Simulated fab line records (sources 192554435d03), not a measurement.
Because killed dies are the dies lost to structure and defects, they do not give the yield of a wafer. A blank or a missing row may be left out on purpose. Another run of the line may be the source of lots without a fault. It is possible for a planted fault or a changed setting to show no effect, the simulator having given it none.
Chamber matching :: flow n5-finfet :: pecvd-04 running N5_GATE_CUT_PECVD_57: 3 sister chambers
The step deposits SiNx from SiH4/NH3/N2, target thk 21 nm. 3 wafers are shown with their chamber, then 9 later ones without.

WAFERS, EACH WITH ITS CHAMBER
wafer: L543.3
chamber: 0
throttle-valve-pct (%): 45.7

wafer: L544.4
chamber: 1
throttle-valve-pct (%): 37.0

wafer: L544.5
chamber: 2
throttle-valve-pct (%): 37.1

WAFERS MISSING THEIR CHAMBER
wafer: L546.1
throttle-valve-pct (%): 37.4

wafer: L546.5
throttle-valve-pct (%): 45.8

wafer: L546.6
throttle-valve-pct (%): 37.4

wafer: L547.3
throttle-valve-pct (%): 37.2

wafer: L547.4
throttle-valve-pct (%): 37.2

wafer: L547.6
throttle-valve-pct (%): 45.9

wafer: L548.1
throttle-valve-pct (%): 37.1

wafer: L548.5
throttle-valve-pct (%): 37.4

wafer: L548.6
throttle-valve-pct (%): 37.3

CHAMBER TAKEN BY EACH
wafer: L546.1
from the rows above: can't be placed: 2 or 1
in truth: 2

wafer: L546.5
from the rows above: 0
in truth: 0

wafer: L546.6
from the rows above: can't be placed: 2 or 1
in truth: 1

wafer: L547.3
from the rows above: can't be placed: 2 or 1
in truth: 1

wafer: L547.4
from the rows above: can't be placed: 2 or 1
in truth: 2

wafer: L547.6
from the rows above: 0
in truth: 0

wafer: L548.1
from the rows above: can't be placed: 2 or 1
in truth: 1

wafer: L548.5
from the rows above: can't be placed: 2 or 1
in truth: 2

wafer: L548.6
from the rows above: can't be placed: 2 or 1
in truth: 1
Correctly placed: 2 of 9. Cannot be placed on the basis of these rows: 7; the candidates contain the true chamber in 7. Placed wrongly: 0.
How it was worked out, from the rows above alone: a wafer's distance from a chamber is the root of the sum, over the readings, of the square of ((its reading less the chamber's mean) divided by the reading's scatter). If the next closest chamber is less than 2 further off than the closest, the wafer can't be placed; otherwise it belongs to the closest. The mean given for a chamber averages the wafers shown for that chamber. The scatter: with one shown wafer a chamber, the root of the mean of the squares of how far each hidden wafer lies from its nearest shown one.
